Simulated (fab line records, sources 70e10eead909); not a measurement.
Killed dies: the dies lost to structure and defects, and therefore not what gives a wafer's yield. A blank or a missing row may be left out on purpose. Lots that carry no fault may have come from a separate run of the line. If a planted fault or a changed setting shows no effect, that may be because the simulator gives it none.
Which of the tools did it? / flow nand-harc / 14 lots, 41 wafers sampled, at 5 steps of a route of 1302

## WHAT THE GAUGES SHOWED, per wafer
NHARC_A_ONON_D2_THK_MEAS_21: measures by ellipsometry.
lot=L430; measured=day 12 21:05; on=film-metro-01; thk-nm (nm)=992 993 992
lot=L431; measured=day 13 03:53; on=film-metro-02; thk-nm (nm)=1006 1008 1005
lot=L432; measured=day 13 17:19; on=film-metro-02; thk-nm (nm)=1003 1004 1003
lot=L433; measured=day 14 11:07; on=film-metro-01; thk-nm (nm)=1006 1007 1007
lot=L438; measured=day 15 15:11; on=film-metro-02; thk-nm (nm)=981 981 983
lot=L439; measured=day 16 17:54; on=film-metro-01; thk-nm (nm)=1002 700
lot=L440; measured=day 17 02:34; on=film-metro-01; thk-nm (nm)=998 694 998
lot=L443; measured=day 17 15:55; on=film-metro-02; thk-nm (nm)=995 690 994
lot=L448; measured=day 20 20:18; on=film-metro-02; thk-nm (nm)=1011 1013 1012
lot=L449; measured=day 20 20:18; on=film-metro-01; thk-nm (nm)=991 988 990
lot=L450; measured=day 20 20:18; on=film-metro-01; thk-nm (nm)=1025 1024 1024
lot=L452; measured=day 21 17:41; on=film-metro-02; thk-nm (nm)=988 989 987
lot=L451; measured=day 21 17:41; on=film-metro-01; thk-nm (nm)=1014 1013 1017
lot=L453; measured=day 22 02:23; on=film-metro-02; thk-nm (nm)=994 993 994

NHARC_END_SORT_01.
lot=L439; measured=day 28 07:16; on=prober-01; killed-at-array=56 674; killed-at-other=0 0; killed-at-periphery=0 3; killed-dies=56 677; killed-open=1 7; killed-short=5 2
lot=L440; measured=day 28 12:23; on=prober-02; killed-at-array=67 670 51; killed-at-other=0 1 0; killed-at-periphery=3 6 7; killed-dies=70 677 58; killed-open=3 2 2; killed-short=2 2 5
lot=L443; measured=day 29 03:23; on=prober-02; killed-at-array=78 672 96; killed-at-other=0 0 0; killed-at-periphery=12 5 5; killed-dies=90 677 101; killed-open=5 2 2; killed-short=1 1 2

## WHICH TOOL RAN EACH LOT (tool, then ch and the chambers of the sampled wafers, then the start)
lot=L430; NHARC_A_CHANNEL_FILL_D1_CMP_10=cmp-03 ch 0,1, day 10 19:11; NHARC_A_DECK1_JOINT_ETCHBACK_00=rie-si-04 ch 1,2,3, day 11 06:10; NHARC_A_ONON_D2_DEP_19=pecvd-onon-03 ch 0, day 12 20:35
lot=L431; NHARC_A_CHANNEL_FILL_D1_CMP_10=cmp-02 ch 1,2, day 11 04:14; NHARC_A_DECK1_JOINT_ETCHBACK_00=rie-si-02 ch 0,3, day 11 15:20; NHARC_A_ONON_D2_DEP_19=pecvd-onon-02 ch 0, day 13 03:22
lot=L432; NHARC_A_CHANNEL_FILL_D1_CMP_10=cmp-01 ch 0,1,2, day 11 18:42; NHARC_A_DECK1_JOINT_ETCHBACK_00=rie-si-04 ch 0,1,2, day 12 06:05; NHARC_A_ONON_D2_DEP_19=pecvd-onon-03 ch 0, day 13 16:52
lot=L433; NHARC_A_CHANNEL_FILL_D1_CMP_10=cmp-03 ch 1,2, day 12 01:46; NHARC_A_DECK1_JOINT_ETCHBACK_00=rie-si-06 ch 2,3, day 12 20:03; NHARC_A_ONON_D2_DEP_19=pecvd-onon-01 ch 0, day 14 10:40
lot=L438; NHARC_A_CHANNEL_FILL_D1_CMP_10=cmp-02 ch 0,2, day 13 20:49; NHARC_A_DECK1_JOINT_ETCHBACK_00=rie-si-04 ch 2,3, day 14 07:57; NHARC_A_ONON_D2_DEP_19=pecvd-onon-03 ch 0, day 15 14:47
lot=L439; NHARC_A_CHANNEL_FILL_D1_CMP_10=cmp-03 ch 2,3, day 14 18:44; NHARC_A_DECK1_JOINT_ETCHBACK_00=rie-si-02 ch 2, day 15 05:50; NHARC_A_ONON_D2_DEP_19=pecvd-onon-03 ch 0, day 16 17:23
lot=L440; NHARC_A_CHANNEL_FILL_D1_CMP_10=cmp-02 ch 0,1, day 15 02:47; NHARC_A_DECK1_JOINT_ETCHBACK_00=rie-si-06 ch 0,1,3, day 15 13:47; NHARC_A_ONON_D2_DEP_19=pecvd-onon-03 ch 0, day 17 02:07
lot=L443; NHARC_A_CHANNEL_FILL_D1_CMP_10=cmp-02 ch 2,3, day 15 22:51; NHARC_A_DECK1_JOINT_ETCHBACK_00=rie-si-04 ch 0,2,3, day 16 09:51; NHARC_A_ONON_D2_DEP_19=pecvd-onon-03 ch 0, day 17 15:28
lot=L448; NHARC_A_CHANNEL_FILL_D1_CMP_10=cmp-03 ch 0,2, day 18 18:55; NHARC_A_DECK1_JOINT_ETCHBACK_00=rie-si-02 ch 1,3, day 19 11:53; NHARC_A_ONON_D2_DEP_19=pecvd-onon-02 ch 0, day 20 19:47
lot=L449; NHARC_A_CHANNEL_FILL_D1_CMP_10=cmp-03 ch 2,3, day 18 23:06; NHARC_A_DECK1_JOINT_ETCHBACK_00=rie-si-04 ch 0,1,3, day 19 11:55; NHARC_A_ONON_D2_DEP_19=pecvd-onon-01 ch 0, day 20 19:54
lot=L450; NHARC_A_CHANNEL_FILL_D1_CMP_10=cmp-01 ch 1,3, day 18 23:07; NHARC_A_DECK1_JOINT_ETCHBACK_00=rie-si-06 ch 2,3, day 19 11:54; NHARC_A_ONON_D2_DEP_19=pecvd-onon-03 ch 0, day 20 19:47
lot=L452; NHARC_A_CHANNEL_FILL_D1_CMP_10=cmp-03 ch 0,1,2, day 19 18:57; NHARC_A_DECK1_JOINT_ETCHBACK_00=rie-si-06 ch 0,2, day 20 06:03; NHARC_A_ONON_D2_DEP_19=pecvd-onon-03 ch 0, day 21 17:11
lot=L451; NHARC_A_CHANNEL_FILL_D1_CMP_10=cmp-01 ch 1,2,3, day 19 18:57; NHARC_A_DECK1_JOINT_ETCHBACK_00=rie-si-04 ch 0,1, day 20 06:03; NHARC_A_ONON_D2_DEP_19=pecvd-onon-01 ch 0, day 21 17:14
lot=L453; NHARC_A_CHANNEL_FILL_D1_CMP_10=cmp-03 ch 0,2,3, day 20 04:43; NHARC_A_DECK1_JOINT_ETCHBACK_00=rie-si-02 ch 0,2,3, day 20 15:41; NHARC_A_ONON_D2_DEP_19=pecvd-onon-01 ch 0, day 22 01:53
- NHARC_A_CHANNEL_FILL_D1_CMP_10: polishes, target thk 150 nm.
- NHARC_A_DECK1_JOINT_ETCHBACK_00: etches the open film in HBr, target depth 30 nm, time 17.4 s.
- NHARC_A_ONON_D2_DEP_19: target thk 1000 nm.

## AS READ BY THE TOOLS THEMSELVES (means over the sampled wafers that have a number; for cases with no such wafer, the mark the record gives instead)
NHARC_A_CHANNEL_FILL_D1_CMP_10.
lot=L430; tool=cmp-03; motor-current-A (A)=10.3; time-to-endpoint-s (s)=12.1
lot=L431; tool=cmp-02; motor-current-A (A)=11.6; time-to-endpoint-s (s)=10.9
lot=L432; tool=cmp-01; motor-current-A (A)=11.5; time-to-endpoint-s (s)=16.6
lot=L433; tool=cmp-03; motor-current-A (A)=12.2; time-to-endpoint-s (s)=16.9
lot=L438; tool=cmp-02; motor-current-A (A)=11.8; time-to-endpoint-s (s)=12.4
lot=L439; tool=cmp-03; motor-current-A (A)=12.0; time-to-endpoint-s (s)=13.8
lot=L440; tool=cmp-02; motor-current-A (A)=10.8; time-to-endpoint-s (s)=13.7
lot=L443; tool=cmp-02; motor-current-A (A)=12.4; time-to-endpoint-s (s)=10.4
lot=L448; tool=cmp-03; motor-current-A (A)=13.0; time-to-endpoint-s (s)=16.8
lot=L449; tool=cmp-03; motor-current-A (A)=12.2; time-to-endpoint-s (s)=13.7
lot=L450; tool=cmp-01; motor-current-A (A)=11.6; time-to-endpoint-s (s)=15.6
lot=L452; tool=cmp-03; motor-current-A (A)=12.0; time-to-endpoint-s (s)=13.9
lot=L451; tool=cmp-01; motor-current-A (A)=11.2; time-to-endpoint-s (s)=19.0
lot=L453; tool=cmp-03; motor-current-A (A)=12.9; time-to-endpoint-s (s)=12.6

NHARC_A_DECK1_JOINT_ETCHBACK_00.
lot=L430; tool=rie-si-04; drypump-motor-current-A (A)=5.6; he-backside-leak-sccm (sccm)=2.75; oes-product-au (a.u.)=0.998; throttle-valve-pct (%)=23.267
lot=L431; tool=rie-si-02; drypump-motor-current-A (A)=6.0; he-backside-leak-sccm (sccm)=2.60; oes-product-au (a.u.)=1.002; throttle-valve-pct (%)=23.265
lot=L432; tool=rie-si-04; drypump-motor-current-A (A)=5.6; he-backside-leak-sccm (sccm)=2.94; oes-product-au (a.u.)=0.999; throttle-valve-pct (%)=23.266
lot=L433; tool=rie-si-06; drypump-motor-current-A (A)=5.4; he-backside-leak-sccm (sccm)=2.45; oes-product-au (a.u.)=0.993; throttle-valve-pct (%)=23.265
lot=L438; tool=rie-si-04; drypump-motor-current-A (A)=5.8; he-backside-leak-sccm (sccm)=2.59; oes-product-au (a.u.)=0.997; throttle-valve-pct (%)=23.267
lot=L439; tool=rie-si-02; drypump-motor-current-A (A)=6.5; he-backside-leak-sccm (sccm)=2.40; oes-product-au (a.u.)=1.016; throttle-valve-pct (%)=23.260
lot=L440; tool=rie-si-06; drypump-motor-current-A (A)=5.7; he-backside-leak-sccm (sccm)=2.76; oes-product-au (a.u.)=0.993; throttle-valve-pct (%)=23.268
lot=L443; tool=rie-si-04; drypump-motor-current-A (A)=5.7; he-backside-leak-sccm (sccm)=2.65; oes-product-au (a.u.)=0.993; throttle-valve-pct (%)=23.261
lot=L448; tool=rie-si-02; drypump-motor-current-A (A)=6.2; he-backside-leak-sccm (sccm)=2.65; oes-product-au (a.u.)=0.998; throttle-valve-pct (%)=23.266
lot=L449; tool=rie-si-04; drypump-motor-current-A (A)=5.4; he-backside-leak-sccm (sccm)=2.74; oes-product-au (a.u.)=1.000; throttle-valve-pct (%)=23.258
lot=L450; tool=rie-si-06; drypump-motor-current-A (A)=5.4; he-backside-leak-sccm (sccm)=2.54; oes-product-au (a.u.)=1.006; throttle-valve-pct (%)=23.267
lot=L452; tool=rie-si-06; drypump-motor-current-A (A)=5.5; he-backside-leak-sccm (sccm)=2.70; oes-product-au (a.u.)=0.999; throttle-valve-pct (%)=23.273
lot=L451; tool=rie-si-04; drypump-motor-current-A (A)=5.3; he-backside-leak-sccm (sccm)=2.98; oes-product-au (a.u.)=0.993; throttle-valve-pct (%)=23.270
lot=L453; tool=rie-si-02; drypump-motor-current-A (A)=6.1; he-backside-leak-sccm (sccm)=2.64; oes-product-au (a.u.)=1.004; throttle-valve-pct (%)=23.256

NHARC_A_ONON_D2_DEP_19.
lot=L430; tool=pecvd-onon-03; n2-flow-sccm (sccm)=2746
lot=L431; tool=pecvd-onon-02; n2-flow-sccm (sccm)=2736
lot=L432; tool=pecvd-onon-03; n2-flow-sccm (sccm)=2749
lot=L433; tool=pecvd-onon-01; n2-flow-sccm (sccm)=2756
lot=L438; tool=pecvd-onon-03; n2-flow-sccm (sccm)=2750
lot=L439; tool=pecvd-onon-03; n2-flow-sccm (sccm)=2758
lot=L440; tool=pecvd-onon-03; n2-flow-sccm (sccm)=2750
lot=L443; tool=pecvd-onon-03; n2-flow-sccm (sccm)=2755
lot=L448; tool=pecvd-onon-02; n2-flow-sccm (sccm)=2750
lot=L449; tool=pecvd-onon-01; n2-flow-sccm (sccm)=2758
lot=L450; tool=pecvd-onon-03; n2-flow-sccm (sccm)=2742
lot=L452; tool=pecvd-onon-03; n2-flow-sccm (sccm)=2753
lot=L451; tool=pecvd-onon-01; n2-flow-sccm (sccm)=2749
lot=L453; tool=pecvd-onon-01; n2-flow-sccm (sccm)=2749

## THE ANSWER, worked out from the rows above alone
Rule: the usual values come from the lots themselves. The widest of any qualifying gaps counts: lots, ordered by their means at a reading, are off when they make up no more than a third of the lots, leave a main group of 4 or more, and stand apart from it by 3 or more times the standard deviation of that group's means. Not used: any main group whose means are identical at the precision the tables above print for the reading. A lot without any number at a reading at which 4 lots or more have one is off too. Any other lot the step has rows for is counted as sound. The gauges are gone through in route order, then the tools' own readings, and for those a lot's mean is taken as printed above. The first step at which some lot is off is used, and at that step the reading that is off furthest; a lot without a number counts as furthest.
Off at NHARC_A_ONON_D2_THK_MEAS_21 (thk-nm): L439, L440, L443. Mean 1001 nm and standard deviation 12 in the main group.
If a tool, at a process step before that reading, ran all the lots that are off and no sound lot after the first of them, it fits. The gauges at NHARC_A_ONON_D2_THK_MEAS_21 are tried like those tools. None of those tried fits.

## WHAT THE SIMULATOR HAD INSERTED
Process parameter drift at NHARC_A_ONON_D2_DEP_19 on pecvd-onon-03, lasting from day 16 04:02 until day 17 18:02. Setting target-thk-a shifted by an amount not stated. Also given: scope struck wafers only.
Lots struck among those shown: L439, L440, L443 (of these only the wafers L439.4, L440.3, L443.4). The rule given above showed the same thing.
